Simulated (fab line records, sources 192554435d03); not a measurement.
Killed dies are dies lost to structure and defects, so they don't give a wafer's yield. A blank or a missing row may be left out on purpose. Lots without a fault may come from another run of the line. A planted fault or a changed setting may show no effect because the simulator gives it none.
fab line records | flow n5_finfet
record lots=6 wafers=18 last_day=20
route steps=1938 shown BEOL_M6@1203 PASSIVATION@1936
lots that met no fault: from a run of the same line without faults
start_h: hours from the record's first day to the start of the lot's first wafer shown | wait_h: hours since the lot's step before | " the same as in the row above | L1.1+2: a row that stands for several wafers | - no value, or no start given | * or withheld: withheld | < > ~ a bound
route shown NAME@n: a module of which the file shows steps, and the number in the route of the first | usual: mean/standard deviation of fault-free wafers | same: alike in all rows | chamber/n: place in a boat | sites: the reading at each site | _std_site: their standard deviation | _edge_site: outer sites' mean less inner sites' | radius_mm: how far each site lies from the wafer's centre | mask NAME#n: copy n | behind: the tool/chamber that last shaped the wafer | hold: why the lot was held/for how many hours/how that ended | device: the transistor (n, p or np) that didn't switch | end of line: the same wafers' tests at the end of the route | a step without rows: its recipe alone | killed: dies lost to structure and defects at the first sort, not the wafer's yield | map: a wafer's dies, x killed, . not, _ none there
set.NAME: the setting as run; set.NAME@STEP: as run at that earlier step | model.NAME: the simulator's own value behind a step, which no gauge read
lots at some steps of the route; a table a step, a row a wafer
services: from which hour (start_h, from the record's first day; less than 0 if before it) a tool's chamber was out of use, for how many hours, and why
## steps
# step N5_BEOL_M6_SOFTBAKE_06
# recipe temp_c=110 time_s=60 resist=CAR-ArF
# step N5_BEOL_M6_EXPOSE_08
# recipe mask_id=M6 na=1.35 source_shape=dipole sigma_inner=0.817 sigma_outer=0.97 polarization=te dose_mj=68.25
# step N5_BEOL_M6_PEB_09
# recipe peb_temp_c=withheld peb_time_s=60 resist=CAR-ArF
# step N5_BEOL_M6_DEVELOP_10
# recipe develop_time_s=30 developer=TMAH resist=CAR-ArF rinse_liquid=diw dry=air_spin dev_temp_c=23
# step N5_BEOL_M6_CD_MEAS_11
# recipe target_cd_nm=38.5 landing_energy_ev=500 detector=se_inlens polarity=opening
# usual cd_nm=38.5/0.52
# columns lot.wafer tool chamber start_h wait_h cd_nm
L701.1 cd_sem-02 0 203.61 - 38.7
L701.3 " 0 " " 39.0
L701.5 " 0 " " 38.6
L704.1 cd_sem-01 0 232.94 - 38.8
L704.3 " 0 " " 38.6
L704.6 " 0 " " 39.4
L707.1 cd_sem-03 0 239.79 - 37.3
L707.2 " 0 " " 38.1
L707.6 " 0 " " 38.0
L717.1 cd_sem-02 0 300.54 - 38.8
L717.2 " 0 " " 38.4
L717.4 " 0 " " 38.4
L718.1 cd_sem-03 0 303.20 - 39.0
L718.3 " 0 " " 37.8
L718.4 " 0 " " 38.5
L723.4 cd_sem-01 0 375.58 - 38.6
L723.5 " 0 " " 38.4
L723.6 " 0 " " 38.2
# step N5_BEOL_M6_OVL_MEAS_12
# recipe points_per_wafer=44
# usual M6_OVL=-0.3/0.67
# columns lot.wafer tool chamber start_h wait_h M6_OVL[nm]
L701.1 overlay-02 0 203.64 0.0 0.5
L701.3 " 0 " " 0.4
L701.5 " 0 " " 0.2
L704.1 overlay-01 0 232.97 0.0 -0.3
L704.3 " 0 " " -0.4
L704.6 " 0 " " -0.2
L707.1 overlay-02 0 239.82 0.0 0.0
L707.2 " 0 " " 0.5
L707.6 " 0 " " -0.7
L717.1 overlay-01 0 300.57 0.0 -0.6
L717.2 " 0 " " -1.5
L717.4 " 0 " " -0.5
L718.1 overlay-01 0 303.23 0.0 -0.5
L718.3 " 0 " " 0.1
L718.4 " 0 " " 1.4
L723.4 overlay-02 0 375.61 0.0 -1.3
L723.5 " 0 " " -1.1
L723.6 " 0 " " -1.0
# step N5_BEOL_M6_INSPECT_13
# recipe mode=adi inspect_instrument=brightfield
# usual raw_defect_count=404/100
# columns lot.wafer tool chamber start_h wait_h raw_defect_count
L701.1 defect_inspect-02 - 203.66 0.0 431
L701.3 " - " " 407
L701.5 " - " " 492
L704.1 defect_inspect-02 - 232.99 0.0 301
L704.3 " - " " 387
L704.6 " - " " 324
L707.1 defect_inspect-02 - 239.84 0.0 660
L707.2 " - " " 453
L707.6 " - " " 451
L717.1 defect_inspect-02 - 300.59 0.0 314
L717.2 " - " " 367
L717.4 " - " " 264
L718.1 defect_inspect-01 - 303.26 0.0 261
L718.3 " - " " 491
L718.4 " - " " 367
L723.4 defect_inspect-01 - 375.63 0.0 437
L723.5 " - " " 469
L723.6 " - " " 455
# step N5_BEOL_M6_DESCUM_16
# recipe chemistry=O2 time_s=7.9 source_power_w=50 bias_power_w=20 pressure_mtorr=20 rf_frequency_hz=2.712e+07 temp_c=40 resist=CAR-ArF o2_flow_sccm=225
# usual bias_power_w=20.00/0.053 drypump_motor_current_A=5.7/0.35 oes_product_au=0.79/0.088 rf_vpp_V=243.4/1.5 showerhead_plenum_p_Torr=2.10/0.077 temp_c=40.00/0.11 throttle_valve_pct=20.25/0.17
# columns lot.wafer tool chamber start_h wait_h bias_power_w drypump_motor_current_A oes_product_au rf_hours_counter_h rf_vpp_V showerhead_plenum_p_Torr temp_c throttle_valve_pct
L701.1 rie_diel-04 2 203.74 0.1 19.94 5.7 0.82 74 243.0 2.03 39.99 20.15
L701.3 " 0 " " 19.98 5.7 0.91 27 246.0 2.21 40.06 20.12
L701.5 " 3 " " 20.01 5.8 0.73 - 244.3 2.07 40.18 20.14
L704.1 rie_diel-04 2 233.82 0.8 20.01 5.8 0.80 92 242.5 2.03 40.14 20.17
L704.3 " 0 " " 19.98 5.7 0.88 44 245.2 2.21 40.01 20.13
L704.6 " 3 " " 19.95 5.8 0.72 - 242.5 2.06 40.00 20.18
L707.1 rie_diel-02 1 240.15 0.3 19.98 5.6 0.76 158 242.8 2.00 39.98 20.32
L707.2 " 2 " " 20.07 5.9 0.67 250 241.9 1.97 40.08 20.69
L707.6 " 0 " " 19.94 5.3 0.71 - 243.8 2.07 39.82 20.27
L717.1 rie_diel-02 3 300.63 0.0 20.10 5.6 0.90 24 244.2 2.14 39.91 19.92
L717.2 " 0 " " 19.95 5.3 0.69 236 242.2 2.06 39.96 20.29
L717.4 " 2 " " 20.00 5.9 0.96 - 244.0 2.22 40.19 20.38
L718.1 rie_diel-04 3 303.29 0.0 20.00 5.8 0.69 211 242.5 2.05 40.15 20.21
L718.3 " 0 " " 20.07 5.7 0.85 70 246.0 2.20 40.12 20.18
L718.4 " 1 " " 20.02 6.4 0.69 254 244.5 2.12 39.92 20.51
L723.4 rie_diel-01 2 375.95 0.3 20.04 6.4 0.80 112 245.1 2.21 40.25 20.43
L723.5 " 1 " " 20.01 5.3 0.85 - 242.2 2.05 40.04 20.40
L723.6 " 0 " " 20.02 4.9 0.69 - 240.7 2.07 39.88 20.72
# step N5_BEOL_M6_ETCH_61
# recipe chemistry=CF4 target=SiARC target_depth_a=455 mask_material=CAR-ArF time_s=75.8 ion_energy_ev=80 pressure_mtorr=40 source_w=545 bias_w=36 Ar_flow_sccm=100 cf4_flow_sccm=100 ends=cleared
# usual drypump_motor_current_A=5.7/0.35 etch_rf_on_time_s=75.7/1.6 oes_product_au=0.68/0.075 rf_vpp_V=184.1/1.2 showerhead_plenum_p_Torr=2.16/0.07 throttle_valve_pct=15.53/0.18
# columns lot.wafer tool chamber start_h wait_h drypump_motor_current_A etch_rf_on_time_s oes_product_au rf_hours_counter_h rf_vpp_V showerhead_plenum_p_Torr throttle_valve_pct
L701.1 rie_diel-04 2 203.78 0.0 5.8 76.8 0.71 74 181.8 2.10 15.45
L701.3 " 0 " " 5.7 76.0 0.79 27 186.0 2.26 15.30
L701.5 " 3 " " 5.8 75.9 0.64 - 183.5 2.14 15.56
L704.1 rie_diel-04 2 233.85 0.0 5.7 76.3 0.69 92 184.5 2.09 15.51
L704.3 " 0 " " 5.7 75.8 0.76 44 186.6 2.26 15.35
L704.6 " 3 " " 5.8 75.5 0.62 - 184.2 2.14 15.58
L707.1 rie_diel-02 1 240.18 0.0 5.7 74.5 0.66 158 184.9 2.06 15.54
L707.2 " 2 " " 5.9 77.9 0.57 250 181.9 2.02 16.00
L707.6 " 0 " " 5.3 73.3 0.63 - 184.6 2.14 15.63
L717.1 rie_diel-02 3 300.66 0.0 5.7 72.3 0.79 24 184.4 2.20 15.16
L717.2 " 0 " " 5.3 73.9 0.60 236 183.9 2.13 15.66
L717.4 " 2 " " 5.9 74.4 0.82 - 185.2 2.27 15.54
L718.1 rie_diel-04 3 303.33 0.0 5.8 75.7 0.60 211 183.8 2.13 15.63
L718.3 " 0 " " 5.7 75.4 0.73 70 185.6 2.25 15.40
L718.4 " 1 " " 6.4 78.2 0.59 254 183.7 2.18 15.88
L723.4 rie_diel-01 2 375.98 0.0 6.4 77.3 0.67 112 185.6 2.25 15.57
L723.5 " 1 " " 5.3 76.6 0.72 - 182.8 2.09 15.49
L723.6 " 0 " " 4.9 79.8 0.58 - 183.9 2.11 15.81
# step N5_BEOL_M6_ETCH_62
# recipe chemistry=N2/H2 target=SOC target_depth_a=1100 overetch_a=220 mask_material=SiARC temp_c=40 time_s=165 ion_energy_ev=200 pressure_mtorr=30 source_w=840 bias_w=150 n2_flow_sccm=200 h2_flow_sccm=200
# usual drypump_motor_current_A=5.7/0.35 oes_product_au=0.67/0.07 rf_vpp_V=524.2/2.8 showerhead_plenum_p_Torr=2.56/0.099 temp_c=39.99/0.11 throttle_valve_pct=17.75/0.17
# columns lot.wafer tool chamber start_h wait_h drypump_motor_current_A oes_product_au rf_hours_counter_h rf_vpp_V showerhead_plenum_p_Torr temp_c throttle_valve_pct
L701.1 rie_diel-04 2 203.83 0.0 5.7 0.69 75 521.5 2.47 39.93 17.51
L701.3 " 0 " " 5.7 0.78 27 527.7 2.71 40.04 17.71
L701.5 " 3 " " 5.8 0.63 - 523.7 2.54 39.95 17.88
L704.1 rie_diel-04 2 233.91 0.0 5.8 0.69 92 522.0 2.46 40.14 17.53
L704.3 " 0 " " 5.7 0.75 44 528.5 2.71 39.92 17.73
L704.6 " 3 " " 5.8 0.61 - 524.3 2.54 40.04 17.93
L707.1 rie_diel-02 1 240.24 0.0 5.7 0.65 158 520.1 2.44 40.03 17.76
L707.2 " 2 " " 5.9 0.58 250 519.7 2.40 39.87 18.24
L707.6 " 0 " " 5.3 0.61 - 522.9 2.51 39.94 17.72
L717.1 rie_diel-02 3 300.72 0.0 5.6 0.76 24 526.5 2.61 40.20 17.48
L717.2 " 0 " " 5.3 0.59 236 523.0 2.50 39.87 17.75
L717.4 " 2 " " 5.9 0.80 - 529.1 2.71 39.90 17.84
L718.1 rie_diel-04 3 303.38 0.0 5.8 0.60 211 523.1 2.53 39.98 17.98
L718.3 " 0 " " 5.7 0.73 70 527.0 2.70 40.12 17.78
L718.4 " 1 " " 6.4 0.59 254 524.9 2.60 39.90 18.00
L723.4 rie_diel-01 2 376.04 0.0 6.4 0.68 112 525.7 2.68 40.00 17.91
L723.5 " 1 " " 5.3 0.73 - 521.2 2.48 39.92 17.72
L723.6 " 0 " " 4.9 0.59 - 522.7 2.48 39.91 17.96
# step N5_BEOL_M6_STRIP_68
# recipe chemistry=N2/H2 temp_c=40 n2_flow_sccm=200 h2_flow_sccm=200 rf_frequency_hz=6e+07
# step N5_BEOL_M6_STRIP_67
# recipe chemistry=CF4 resist=SiARC power_w=300 bias_power_w=75 pressure_mtorr=50 cf4_flow_sccm=150 rf_frequency_hz=6e+07
# usual bias_power_w=74.97/0.21 drypump_motor_current_A=5.7/0.34 oes_product_au=0.79/0.081 rf_vpp_V=271.3/1.7 showerhead_plenum_p_Torr=1.80/0.062 throttle_valve_pct=13.50/0.19
# columns lot.wafer tool chamber start_h wait_h bias_power_w drypump_motor_current_A oes_product_au rf_hours_counter_h rf_vpp_V showerhead_plenum_p_Torr throttle_valve_pct
L701.1 rie_diel-04 2 203.98 0.0 74.81 5.8 0.83 75 269.8 1.75 13.40
L701.3 " 0 " " 75.33 5.7 0.92 27 273.4 1.90 13.30
L701.5 " 3 " " 75.17 5.8 0.74 - 271.1 1.79 13.50
L704.1 rie_diel-04 2 234.06 0.0 74.92 5.8 0.82 92 270.9 1.74 13.42
L704.3 " 0 " " 74.92 5.7 0.89 44 273.9 1.90 13.34
L704.6 " 3 " " 74.91 5.8 0.72 - 271.3 1.78 13.57
L707.1 rie_diel-02 1 240.38 0.0 75.07 5.7 0.76 158 268.6 1.72 13.52
L707.2 " 2 " " 74.94 5.9 0.68 250 269.9 1.70 14.01
L707.6 " 0 " " 74.85 5.3 0.72 - 269.9 1.79 13.63
L717.1 rie_diel-02 3 300.86 0.0 74.98 5.7 0.89 24 272.0 1.84 13.10
L717.2 " 0 " " 75.14 5.3 0.69 236 269.5 1.79 13.69
L717.4 " 2 " " 75.15 5.9 0.93 - 274.3 1.90 13.45
L718.1 rie_diel-04 3 303.53 0.0 74.79 5.8 0.71 211 272.1 1.78 13.61
L718.3 " 0 " " 74.97 5.7 0.85 70 273.0 1.89 13.42
L718.4 " 1 " " 75.22 6.4 0.70 254 271.4 1.83 13.89
L723.4 rie_diel-01 2 376.18 0.0 74.93 6.4 0.79 112 273.4 1.88 13.52
L723.5 " 1 " " 75.02 5.3 0.86 - 271.2 1.76 13.50
L723.6 " 0 " " 75.01 4.9 0.69 - 272.8 1.76 13.81
# step N5_BEOL_M6_HM_OPEN_17
# recipe chemistry=Cl2/BCl3 target_depth_a=200 overetch_a=60 target=TiN mask_material=SOC ion_energy_ev=150 pressure_mtorr=10 icp_w=1000 bias_w=126 Cl2_flow_sccm=53.25 bcl3_flow_sccm=21.75 Ar_flow_sccm=25
# usual bcl3_flow_sccm=21.74/0.065 drypump_motor_current_A=5.6/0.32 mfc_cl2_sccm=53.25/0.16 oes_product_au=0.68/0.094 throttle_valve_pct=22.22/0.18
# columns lot.wafer tool chamber start_h wait_h bcl3_flow_sccm drypump_motor_current_A mfc_cl2_sccm oes_product_au rf_hours_counter_h throttle_valve_pct model.SOC_of_BEOL_M6_COAT_59.thk_nm
L701.1 rie_metal-03 1 204.02 0.0 21.78 5.5 53.25 0.78 4 22.05 91.8
L701.3 " 1 " " 21.74 5.5 53.40 0.78 - 22.05 91.8
L701.5 " 1 " " 21.79 5.5 53.14 0.79 - 22.03 92
L704.1 rie_metal-03 1 234.10 0.0 21.73 5.5 53.21 0.76 6 22.07 89.4
L704.3 " 0 " " 21.66 6.0 53.68 0.61 - 22.34 89
L704.6 " 1 " " 21.74 5.5 53.10 0.76 - 22.06 89.4
L707.1 rie_metal-03 0 240.43 0.0 21.75 5.9 53.02 0.60 67 22.34 88.6
L707.2 " 1 " " 21.71 5.5 53.00 0.76 7 22.06 92.4
L707.6 " 1 " " 21.77 5.5 53.34 0.77 - 22.04 89.2
L717.1 rie_metal-01 0 300.90 0.0 21.68 6.0 53.11 0.80 4 22.28 92.6
L717.2 " 0 " " 21.69 6.0 53.35 0.81 - 22.28 92.4
L717.4 " 0 " " 21.70 6.0 53.09 0.81 - 22.28 92.4
L718.1 rie_metal-03 1 303.57 0.0 21.84 5.5 53.01 0.73 13 22.08 92.4
L718.3 " 0 " " 21.85 6.0 53.15 0.60 - 22.36 91.8
L718.4 " 1 " " 21.84 5.5 53.29 0.74 - 22.07 92.2
L723.4 rie_metal-03 1 376.26 0.1 21.74 5.5 53.50 0.71 - 22.08 92.6
L723.5 " 1 " " 21.71 5.5 53.42 0.71 - 22.10 92.2
L723.6 " 0 " " 21.78 6.0 53.25 0.58 - 22.36 92.6
# step N5_BEOL_M6_STRIP_19
# recipe chemistry=O2 power_w=400 temp_c=40 pressure_mtorr=30 rf_frequency_hz=6e+07 bias_power_w=0 overash_fraction=0.2 o2_flow_sccm=225
# usual drypump_motor_current_A=5.6/0.43 oes_product_au=0.79/0.088 rf_vpp_V=3.7/0.58 showerhead_plenum_p_Torr=2.10/0.082 temp_c=39.99/0.11 throttle_valve_pct=16.58/0.18
# same bias_power_w=0
# columns lot.wafer tool chamber start_h wait_h drypump_motor_current_A oes_product_au rf_hours_counter_h rf_vpp_V showerhead_plenum_p_Torr temp_c throttle_valve_pct
L701.1 rie_diel-02 0 204.13 0.1 5.3 0.73 192 3.3 2.08 40.12 16.52
L701.3 " 3 " " 5.6 0.68 241 4.7 2.15 40.13 16.58
L701.5 " 0 " " 5.3 0.72 - 4.3 2.08 39.88 16.53
L704.1 rie_diel-02 0 234.28 0.2 5.3 0.72 207 3.9 2.07 40.03 16.52
L704.3 " 2 " " 5.9 0.67 246 4.0 1.97 39.87 17.02
L704.6 " 2 " " 5.9 0.68 - 2.7 1.97 39.85 16.99
L707.1 rie_diel-01 2 240.54 0.1 6.4 0.85 67 4.0 2.23 40.03 16.56
L707.2 " 3 " " 4.9 0.84 74 4.2 2.22 39.90 16.43
L707.6 " 3 " " 4.9 0.84 - 4.5 2.22 39.96 16.44
L717.1 rie_diel-02 0 301.10 0.2 5.3 0.69 236 3.1 2.06 39.94 16.61
L717.2 " 2 " " 5.9 0.96 10 3.2 2.23 40.04 16.56
L717.4 " 2 " " 5.9 0.96 - 3.3 2.23 39.87 16.59
L718.1 rie_diel-01 1 303.76 0.2 5.3 0.90 24 3.2 2.06 40.16 16.53
L718.3 " 0 " " 4.9 0.71 232 3.8 2.08 39.99 16.92
L718.4 " 3 " " 4.9 0.82 94 2.7 2.21 40.18 16.48
L723.4 rie_diel-01 0 376.34 0.1 4.9 0.69 256 4.4 2.07 39.98 16.94
L723.5 " 2 " " 6.4 0.81 - 3.7 2.21 39.98 16.65
L723.6 " 1 " " 5.3 0.85 - 2.9 2.05 40.00 16.60
# step N5_PASSIVATION_PROBE_49
# usual defect_limited_yield=91.1/1.4 killed_at_M0_to_M3=32/9.3 killed_at_M4_up=13/5.8 killed_at_contacts=12/6.3 killed_at_front_end=44/12 killed_at_other=3.6/2.7 killed_dies=104/17 killed_on_rim=14/3.9 killed_open=69/13 killed_short=34/6.9 sort_bin_4_leakage=0.00/0.031 sort_bin_5_function=5.2/0.98 sort_bin_6_memory=3.3/0.59 sort_n_pass=1075/17 sort_yield_pct=91.1/1.4
# same gross_dies=1180 killed_at_back_side=0 sort_bin_8_speed[%]=0
# columns lot.wafer tool chamber start_h wait_h defect_limited_yield[%] killed_at_M0_to_M3 killed_at_M4_up killed_at_contacts killed_at_front_end killed_at_other killed_dies killed_on_rim killed_open killed_short sort_bin_4_leakage[%] sort_bin_5_function[%] sort_bin_6_memory[%] sort_n_pass sort_yield_pct[%]
L701.1 prober-01 - 292.60 0.0 91.0 43 11 7 45 0 106 15 84 22 0 5.8 3.1 1074 91.0
L701.3 prober-01 - 292.70 0.1 92.7 25 12 12 35 2 86 14 57 28 0 3.9 3.3 1094 92.7
L701.5 prober-01 - 292.80 0.2 92.7 22 4 3 55 2 86 19 44 36 0 3.5 2.8 1094 92.7
L704.1 prober-01 - 332.36 0.0 89.7 39 21 5 52 4 121 15 81 33 0 5.8 3.6 1059 89.7
L704.3 prober-01 - 332.46 0.1 93.1 23 13 9 36 1 82 13 44 36 0 3.7 2.9 1098 93.1
L704.6 prober-01 - 332.61 0.3 91.1 35 15 7 46 2 105 16 77 27 0 5.1 3.5 1075 91.1
L707.1 prober-01 - 332.66 0.0 92.3 31 3 7 44 6 91 14 59 31 0 4.9 2.5 1089 92.3
L707.2 prober-01 - 332.71 0.1 90.8 40 13 14 34 8 109 23 78 29 0 5.3 3.7 1071 90.8
L707.6 prober-01 - 332.91 0.3 93.4 29 9 6 24 10 78 11 53 23 0 3.7 2.7 1102 93.4
L718.3 prober-01 - 392.25 0.1 93.0 29 6 16 30 2 83 13 56 27 0 4.2 2.5 1097 93.0
L717.1 prober-01 - 398.17 0.0 91.2 24 14 18 43 5 104 12 62 35 0.25 5.5 2.8 1073 90.9
L723.4 prober-01 - 470.45 0.2 92.8 24 9 14 33 5 85 11 57 27 0 4.6 2.6 1095 92.8
L723.5 prober-01 - 470.50 0.2 93.6 27 8 5 34 1 75 11 47 26 0 3.3 3.1 1105 93.6
L723.6 prober-01 - 470.55 0.3 90.6 51 13 17 27 3 111 19 76 32 0 5.7 3.6 1069 90.6
# killed by level:class
L701.1 FIN_SAQP:geometric_particle:open=24 BEOL_M2:geometric_particle:open=13 BEOL_M3:geometric_particle:open=10 FIN_SAQP:geometric_particle:short=7 BEOL_M0_SAQP:geometric_particle:open=7 MOL_CONTACT_COAG:geometric_particle:open=5 BEOL_M1:geometric_particle:open=4 BEOL_M4:geometric_particle:open=4
L701.3 MOL_CONTACT_COAG:geometric_particle:open=10 FIN_SAQP:geometric_particle:open=9 FIN_SAQP:geometric_particle:short=8 BEOL_M0_SAQP:geometric_particle:short=8 STI_FIN_REVEAL:geometric_particle:open=6 DUMMY_GATE:geometric_particle:open=5 BEOL_M3:geometric_particle:open=4 ILD0:geometric_particle:open=3
L701.5 FIN_SAQP:geometric_particle:short=19 FIN_SAQP:geometric_particle:open=15 HKMG_FIN:area_etch=6 STI_FIN_REVEAL:geometric_particle:open=5 BEOL_M0_SAQP:geometric_particle:short=5 GATE_CUT:geometric_particle:open=3 BEOL_M0:geometric_particle:open=3 BEOL_M1:geometric_particle:open=3
L704.1 FIN_SAQP:geometric_particle:open=10 BEOL_M0_SAQP:geometric_particle:open=10 STI_FIN_REVEAL:geometric_particle:open=9 DUMMY_GATE:geometric_particle:open=9 BEOL_M1:geometric_particle:open=9 BEOL_M4:geometric_particle:open=8 FIN_SAQP:geometric_particle:short=7 BEOL_M2:geometric_particle:open=7
L704.3 FIN_SAQP:geometric_particle:open=10 FIN_SAQP:geometric_particle:short=8 BEOL_M0_SAQP:geometric_particle:short=7 GATE_CUT:geometric_particle:short=7 MOL_CONTACT_COAG:geometric_particle:open=6 BEOL_M0_SAQP:geometric_particle:open=5 STI_FIN_REVEAL:geometric_particle:open=4 BEOL_M1:geometric_particle:open=4
L704.6 FIN_SAQP:geometric_particle:open=12 STI_FIN_REVEAL:geometric_particle:open=11 BEOL_M1:geometric_particle:open=11 BEOL_M4:geometric_particle:open=8 DUMMY_GATE:geometric_particle:open=6 BEOL_M0_SAQP:geometric_particle:short=6 FIN_SAQP:geometric_particle:short=5 MOL_CONTACT_COAG:geometric_particle:open=5
L707.1 BEOL_M3:geometric_particle:open=8 STI_FIN_REVEAL:geometric_particle:open=7 GATE_CUT:geometric_particle:short=7 BEOL_M0_SAQP:geometric_particle:open=7 FIN_SAQP:geometric_particle:open=6 BEOL_M2:geometric_particle:open=6 FIN_SAQP:geometric_particle:short=5 MOL_CONTACT_COAG:geometric_particle:open=5
L707.2 BEOL_M3:geometric_particle:open=13 MOL_CONTACT_COAG:geometric_particle:open=11 FIN_SAQP:geometric_particle:short=10 BEOL_M1:geometric_particle:open=9 FIN_SAQP:geometric_particle:open=7 BEOL_M7:geometric_particle:open=7 BEOL_M2:geometric_particle:open=5 STI_FIN_REVEAL:geometric_particle:open=4
L707.6 BEOL_M3:geometric_particle:open=8 MOL_CONTACT_COAG:geometric_particle:open=6 BEOL_M1:geometric_particle:open=6 GATE_CUT:geometric_particle:short=4 BEOL_M0_SAQP:geometric_particle:open=4 FIN_SAQP:geometric_particle:open=3 MIM_TOP_ETCH:geometric_particle:short=3 BEOL_M0_SAQP:geometric_particle:short=3
L718.3 MOL_CONTACT_COAG:geometric_particle:open=14 BEOL_M0_SAQP:geometric_particle:open=9 BEOL_M0_SAQP:geometric_particle:short=7 BEOL_M2:geometric_particle:open=5 FIN_SAQP:geometric_particle:open=4 STI_FIN_REVEAL:geometric_particle:open=4 DUMMY_GATE:geometric_particle:open=4 BEOL_M3:geometric_particle:open=4
L717.1 FIN_SAQP:geometric_particle:open=11 MOL_CONTACT_COAG:geometric_particle:open=11 GATE_CUT:geometric_particle:short=7 MOL_CONTACT_COAG:geometric_particle:short=7 FIN_SAQP:geometric_particle:short=6 BEOL_M3:geometric_particle:open=6 BEOL_M2:geometric_particle:open=6 HKMG_FIN:area_etch=5
L723.4 MOL_CONTACT_COAG:geometric_particle:open=11 BEOL_M3:geometric_particle:open=10 FIN_SAQP:geometric_particle:short=8 FIN_SAQP:geometric_particle:open=5 STI_FIN_REVEAL:geometric_particle:open=3 DUMMY_GATE:geometric_particle:open=3 ILD0:geometric_particle:open=3 BEOL_M2:geometric_particle:open=3
L723.5 BEOL_M2:geometric_particle:open=12 FIN_SAQP:geometric_particle:short=9 STI_FIN_REVEAL:geometric_particle:open=6 FIN_SAQP:geometric_particle:open=4 ILD0:geometric_particle:open=3 MOL_CONTACT_COAG:geometric_particle:open=3 BEOL_M0_SAQP:geometric_particle:open=3 BEOL_M1:geometric_particle:open=3
L723.6 MOL_CONTACT_COAG:geometric_particle:open=15 BEOL_M2:geometric_particle:open=12 BEOL_M0_SAQP:geometric_particle:open=10 BEOL_M0_SAQP:geometric_particle:short=9 BEOL_M3:geometric_particle:open=9 GATE_CUT:geometric_particle:short=7 BEOL_M4:geometric_particle:open=5 FIN_SAQP:geometric_particle:open=3
## services
# columns tool chamber start_h hours kind
rie_diel-01 1 192.52 - clean
rie_diel-01 1 192.52 - consumable_replace:focus_ring
rie_diel-01 - 218.42 14.6 pm
rie_diel-02 3 223.86 - clean
rie_diel-02 3 223.86 - consumable_replace:focus_ring
rie_diel-02 3 223.86 20.6 scheduled_down
rie_diel-02 3 223.86 20.6 vent_cycle
rie_diel-02 2 244.49 - clean
rie_diel-02 2 244.49 - consumable_replace:focus_ring
rie_diel-02 2 244.49 - consumable_replace:showerhead
rie_diel-02 2 244.49 30.8 scheduled_down
rie_diel-02 2 244.49 30.8 vent_cycle
rie_metal-01 1 296.52 8.2 repair
rie_diel-02 1 300.39 15.4 repair
rie_diel-02 3 305.25 2.1 repair
rie_diel-04 1 308.27 2.9 repair
rie_diel-04 0 311.57 9.9 repair
rie_diel-02 0 338.41 - clean
rie_diel-02 0 338.41 - consumable_replace:focus_ring
rie_diel-02 0 338.41 14.4 scheduled_down
rie_diel-02 0 338.41 14.4 vent_cycle
rie_diel-04 3 346.23 10.6 repair
rie_diel-04 - 352.25 0.6 repair
rie_diel-01 0 371.46 2.1 repair
## key
first_sign none at tools or gauges
model_effect step=N5_BEOL_M6_HM_OPEN_17 value=SOC_of_BEOL_M6_COAT_59.thk_nm without=92.2 struck=89.12
met_at N5_BEOL_M6_HM_OPEN_17
struck_wafers L704.1,L704.3,L704.6,L707.1,L707.6
onset_between 204.02 234.10
fault kind=process_parameter_drift tool=rie_metal-03 chamber=- onset_h=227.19 steps=N5_BEOL_M6_HM_OPEN_17 channel=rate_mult offset=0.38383 shape=step end_h=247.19 scope=struck_wafers_only
